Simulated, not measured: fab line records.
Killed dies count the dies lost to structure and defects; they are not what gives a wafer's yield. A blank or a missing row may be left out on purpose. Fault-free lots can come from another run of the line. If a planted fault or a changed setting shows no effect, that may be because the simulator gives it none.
What tool caused it? :: flow nandHarc :: Sampling: 14 lots, 42 wafers, 4 of 1159 route steps

== WHAT THE GAUGES SHOWED, per wafer ==
NHARC_P_GATE_CD_MEAS_26 targets a cd of 120 nm.
lot: L691
measured: day 4 21:16
on: cdSem-02
cdNm (nm): 120.8 121.3 121.0

lot: L692
measured: day 5 05:25
on: cdSem-02
cdNm (nm): 119.0 119.9 119.7

lot: L693
measured: day 5 12:02
on: cdSem-03
cdNm (nm): 119.7 119.9 119.3

lot: L694
measured: day 5 19:01
on: cdSem-03
cdNm (nm): 119.7 120.4 120.4

lot: L695
measured: day 5 19:16
on: cdSem-01
cdNm (nm): 119.4 119.4 119.5

lot: L696
measured: day 6 05:43
on: cdSem-02
cdNm (nm): 119.7 120.0 120.7

lot: L697
measured: day 6 04:55
on: cdSem-02
cdNm (nm): 119.5 120.3 120.4

lot: L698
measured: day 6 19:01
on: cdSem-03
cdNm (nm): 119.8 120.2 120.1

lot: L699
measured: day 6 18:51
on: cdSem-02
cdNm (nm): 119.7 121.1 120.4

lot: L702
measured: day 7 22:35
on: cdSem-01
cdNm (nm): 120.7 119.7 120.6

lot: L712
measured: day 9 23:47
on: cdSem-01
cdNm (nm): 119.3 119.5 119.5

lot: L713
measured: day 10 10:55
on: cdSem-01
cdNm (nm): 120.6 120.4 120.3

NHARC_P_GATE_OVL_MEAS_27.
lot: L691
measured: day 4 21:22
on: overlay-01
overlayXNm (nm): 0.2 0.6 0.4
overlayYNm (nm): -0.5 -0.2 -0.5

lot: L692
measured: day 5 05:30
on: overlay-01
overlayXNm (nm): 0.8 0.7 0.5
overlayYNm (nm): -0.5 -0.1 -0.2

lot: L693
measured: day 5 12:07
on: overlay-01
overlayXNm (nm): 1.2 1.6 1.8
overlayYNm (nm): -0.7 -0.6 -0.9

lot: L694
measured: day 5 19:06
on: overlay-02
overlayXNm (nm): 0.7 0.6 -0.3
overlayYNm (nm): 0.6 1.3 1.1

lot: L695
measured: day 5 19:22
on: overlay-02
overlayXNm (nm): 0.4 0.6 1.0
overlayYNm (nm): 0.7 1.0 0.5

lot: L696
measured: day 6 05:47
on: overlay-01
overlayXNm (nm): -0.2 -0.2 0.4
overlayYNm (nm): -1.5 -1.2 -0.9

lot: L697
measured: day 6 05:01
on: overlay-01
overlayXNm (nm): 0.0 -0.3 -0.8
overlayYNm (nm): 0.8 0.0 0.2

lot: L698
measured: day 6 19:06
on: overlay-02
overlayXNm (nm): -1.4 -2.1 -1.2
overlayYNm (nm): -0.3 0.0 -0.7

lot: L699
measured: day 6 18:56
on: overlay-02
overlayXNm (nm): 0.6 0.1 0.4
overlayYNm (nm): -0.2 -0.2 -0.8

lot: L702
measured: day 7 22:40
on: overlay-01
overlayXNm (nm): -2.0 -0.6 -1.6
overlayYNm (nm): 1.2 1.1 1.5

lot: L712
measured: day 9 23:52
on: overlay-01
overlayXNm (nm): 1.4 1.1 0.7
overlayYNm (nm): 0.8 -0.1 0.1

lot: L713
measured: day 10 10:59
on: overlay-02
overlayXNm (nm): 0.1 0.0 -0.1
overlayYNm (nm): -0.4 -0.5 -0.6

== EACH LOT AND THE TOOL THAT RAN IT (in order: tool; ch and the chambers of the sampled wafers; start) ==
lot: L691
NHARC_P_STI_ETCH_42: rieDiel-08 ch 0,1,2, day 2 17:11
NHARC_P_STI_CMP_21: cmp-01 ch 1,2,3, day 3 14:49

lot: L692
NHARC_P_STI_ETCH_42: rieDiel-13 ch 1,2,3, day 2 23:32
NHARC_P_STI_CMP_21: cmp-02 ch 2,3, day 3 20:44

lot: L693
NHARC_P_STI_ETCH_42: rieDiel-13 ch 0,2,3, day 3 06:31
NHARC_P_STI_CMP_21: cmp-02 ch 0,1,2, day 4 04:08

lot: L694
NHARC_P_STI_ETCH_42: rieDiel-08 ch 0,1,2, day 3 15:09
NHARC_P_STI_CMP_21: cmp-04 ch 0,1, day 4 12:12

lot: L695
NHARC_P_STI_ETCH_42: rieDiel-13 ch 1,2,3, day 3 18:28
NHARC_P_STI_CMP_21: cmp-02 ch 0,1,3, day 4 12:14

lot: L696
NHARC_P_STI_ETCH_42: rieDiel-01 ch 1,2,3, day 4 01:56
NHARC_P_STI_CMP_21: cmp-01 ch 0,1, day 4 20:31

lot: L697
NHARC_P_STI_ETCH_42: rieDiel-08 ch 1,2,3, day 4 02:05
NHARC_P_STI_CMP_21: cmp-02 ch 1,2,3, day 4 20:30

lot: L698
NHARC_P_STI_ETCH_42: rieDiel-08 ch 0,1,3, day 4 14:28
NHARC_P_STI_CMP_21: cmp-02 ch 2,3, day 5 10:11

lot: L699
NHARC_P_STI_ETCH_42: rieDiel-13 ch 0,1,2, day 4 14:37
NHARC_P_STI_CMP_21: cmp-02 ch 0,2, day 5 10:02

lot: L702
NHARC_P_STI_ETCH_42: rieDiel-08 ch 0,1,2, day 5 11:11
NHARC_P_STI_CMP_21: cmp-02 ch 0,1,2, day 6 15:58

lot: L709
NHARC_P_STI_ETCH_42: rieDiel-13 ch 1,3, day 7 05:22
NHARC_P_STI_CMP_21: cmp-01 ch 0,1,2, day 8 01:55

lot: L710
NHARC_P_STI_ETCH_42: rieDiel-13 ch 0,1,2, day 7 12:02
NHARC_P_STI_CMP_21: cmp-01 ch 1,2,3, day 8 09:28

lot: L712
NHARC_P_STI_ETCH_42: rieDiel-13 ch 0,2, day 7 23:50
NHARC_P_STI_CMP_21: cmp-04 ch 0,1,3, day 8 15:20

lot: L713
NHARC_P_STI_ETCH_42: rieDiel-01 ch 0,3, day 8 07:59
NHARC_P_STI_CMP_21: cmp-04 ch 0,2,3, day 9 04:09
- NHARC_P_STI_ETCH_42: etches the open film in N2/H2, target depth 80 nm, overetch 24 nm, time 61 s.
- NHARC_P_STI_CMP_21: polishes, t overpolish 20 s, target thk 380.67 nm.

== WHAT THE TOOLS THEMSELVES READ (means of the sampled wafers that have a number; where no wafer has one, the mark that the record gives instead) ==
NHARC_P_STI_ETCH_42.
lot: L691
tool: rieDiel-08
biasW (W): 150.1
chamberPressureMTorr (mTorr): 29.991
drypumpMotorCurrentA (A): 5.79
oesProductAu (a.u.): 1.001
rfVppV (V): 431.6
showerheadPlenumPTorr (Torr): 2.06
throttleValvePct (%): 14.172

lot: L692
tool: rieDiel-13
biasW (W): 150.2
chamberPressureMTorr (mTorr): 29.994
drypumpMotorCurrentA (A): 5.80
oesProductAu (a.u.): 1.014
rfVppV (V): 433.3
showerheadPlenumPTorr (Torr): 2.13
throttleValvePct (%): 14.162

lot: L693
tool: rieDiel-13
biasW (W): 150.0
chamberPressureMTorr (mTorr): 30.007
drypumpMotorCurrentA (A): 5.61
oesProductAu (a.u.): 1.017
rfVppV (V): 432.1
showerheadPlenumPTorr (Torr): 2.11
throttleValvePct (%): 14.173

lot: L694
tool: rieDiel-08
biasW (W): 150.2
chamberPressureMTorr (mTorr): 30.019
drypumpMotorCurrentA (A): 5.81
oesProductAu (a.u.): 0.997
rfVppV (V): 431.2
showerheadPlenumPTorr (Torr): 2.06
throttleValvePct (%): 14.185

lot: L695
tool: rieDiel-13
biasW (W): 150.1
chamberPressureMTorr (mTorr): 30.011
drypumpMotorCurrentA (A): 5.78
oesProductAu (a.u.): 1.007
rfVppV (V): 432.7
showerheadPlenumPTorr (Torr): 2.13
throttleValvePct (%): 14.168

lot: L696
tool: rieDiel-01
biasW (W): 150.2
chamberPressureMTorr (mTorr): 30.001
drypumpMotorCurrentA (A): 5.86
oesProductAu (a.u.): 0.999
rfVppV (V): 432.4
showerheadPlenumPTorr (Torr): 2.09
throttleValvePct (%): 14.176

lot: L697
tool: rieDiel-08
biasW (W): 149.9
chamberPressureMTorr (mTorr): 29.980
drypumpMotorCurrentA (A): 5.59
oesProductAu (a.u.): 0.997
rfVppV (V): 431.0
showerheadPlenumPTorr (Torr): 2.04
throttleValvePct (%): 14.173

lot: L698
tool: rieDiel-08
biasW (W): 150.4
chamberPressureMTorr (mTorr): 29.984
drypumpMotorCurrentA (A): 5.69
oesProductAu (a.u.): 0.995
rfVppV (V): 428.2
showerheadPlenumPTorr (Torr): 1.98
throttleValvePct (%): 14.175

lot: L699
tool: rieDiel-13
biasW (W): 150.2
chamberPressureMTorr (mTorr): 30.012
drypumpMotorCurrentA (A): 5.82
oesProductAu (a.u.): 1.004
rfVppV (V): 432.5
showerheadPlenumPTorr (Torr): 2.09
throttleValvePct (%): 14.167

lot: L702
tool: rieDiel-08
biasW (W): 149.7
chamberPressureMTorr (mTorr): 30.006
drypumpMotorCurrentA (A): 5.81
oesProductAu (a.u.): 1.003
rfVppV (V): 430.9
showerheadPlenumPTorr (Torr): 2.06
throttleValvePct (%): 14.166

lot: L709
tool: rieDiel-13
biasW (W): -
chamberPressureMTorr (mTorr): -
drypumpMotorCurrentA (A): -
oesProductAu (a.u.): -
rfVppV (V): -
showerheadPlenumPTorr (Torr): -
throttleValvePct (%): -

lot: L710
tool: rieDiel-13
biasW (W): -
chamberPressureMTorr (mTorr): -
drypumpMotorCurrentA (A): -
oesProductAu (a.u.): -
rfVppV (V): -
showerheadPlenumPTorr (Torr): -
throttleValvePct (%): -

lot: L712
tool: rieDiel-13
biasW (W): 150.3
chamberPressureMTorr (mTorr): 29.993
drypumpMotorCurrentA (A): 5.64
oesProductAu (a.u.): 1.012
rfVppV (V): 431.3
showerheadPlenumPTorr (Torr): 2.07
throttleValvePct (%): 14.171

lot: L713
tool: rieDiel-01
biasW (W): 149.9
chamberPressureMTorr (mTorr): 30.005
drypumpMotorCurrentA (A): 5.92
oesProductAu (a.u.): 0.995
rfVppV (V): 429.7
showerheadPlenumPTorr (Torr): 2.01
throttleValvePct (%): 14.177

NHARC_P_STI_CMP_21.
lot: L691
tool: cmp-01
motorCurrentA (A): 12.6
overpolishRunS (s): 19.993
retainingRingPressureFrac: 1.001

lot: L692
tool: cmp-02
motorCurrentA (A): 10.7
overpolishRunS (s): 20.002
retainingRingPressureFrac: 1.006

lot: L693
tool: cmp-02
motorCurrentA (A): 10.0
overpolishRunS (s): 20.001
retainingRingPressureFrac: 0.998

lot: L694
tool: cmp-04
motorCurrentA (A): 12.6
overpolishRunS (s): 20.001
retainingRingPressureFrac: 0.998

lot: L695
tool: cmp-02
motorCurrentA (A): 10.7
overpolishRunS (s): 20.002
retainingRingPressureFrac: 0.999

lot: L696
tool: cmp-01
motorCurrentA (A): 11.9
overpolishRunS (s): 20.007
retainingRingPressureFrac: 0.999

lot: L697
tool: cmp-02
motorCurrentA (A): 10.9
overpolishRunS (s): 19.996
retainingRingPressureFrac: 0.996

lot: L698
tool: cmp-02
motorCurrentA (A): 11.1
overpolishRunS (s): 20.001
retainingRingPressureFrac: 0.999

lot: L699
tool: cmp-02
motorCurrentA (A): 10.4
overpolishRunS (s): 20.005
retainingRingPressureFrac: 0.999

lot: L702
tool: cmp-02
motorCurrentA (A): 10.3
overpolishRunS (s): 20.001
retainingRingPressureFrac: 0.996

lot: L709
tool: cmp-01
motorCurrentA (A): 12.3
overpolishRunS (s): 20.009
retainingRingPressureFrac: 1.002

lot: L710
tool: cmp-01
motorCurrentA (A): 12.2
overpolishRunS (s): 20.001
retainingRingPressureFrac: 1.009

lot: L712
tool: cmp-04
motorCurrentA (A): 11.9
overpolishRunS (s): 19.997
retainingRingPressureFrac: 0.995

lot: L713
tool: cmp-04
motorCurrentA (A): 11.2
overpolishRunS (s): 20.007
retainingRingPressureFrac: 0.999

== THE ANSWER, worked out from the rows above alone ==
Rule: what is usual is taken from the lots themselves. Put in order of their means at a reading, lots are off if they are a third of the lots or fewer, leave a main group of 4 or more, and stand apart from it by a gap of 3 or more times the standard deviation of the main group's means; of several such gaps the widest counts. A main group is skipped when, at the precision printed for the reading in the tables above, its means are all equal. Also off: a lot with no number at a reading for which 4 or more lots have one. The other lots that the step has rows for count as sound. First the gauges in route order, then the tools' own readings, where a lot's mean is used as printed above. The first step at which some lot is off is used, and at that step the reading that is off furthest; a lot without a number counts as furthest.
Off at NHARC_P_STI_ETCH_42 (biasW): L709, L710. Without a number there: L709, L710. Mean 150.1 W and standard deviation 0.19 in the main group.
If a tool, at that step or one of the process steps before it, ran each lot that is off and ran no sound lot following the first of them, it fits. Not one of the candidates tried fits.

== WHAT WAS PUT IN BY THE SIMULATOR ==
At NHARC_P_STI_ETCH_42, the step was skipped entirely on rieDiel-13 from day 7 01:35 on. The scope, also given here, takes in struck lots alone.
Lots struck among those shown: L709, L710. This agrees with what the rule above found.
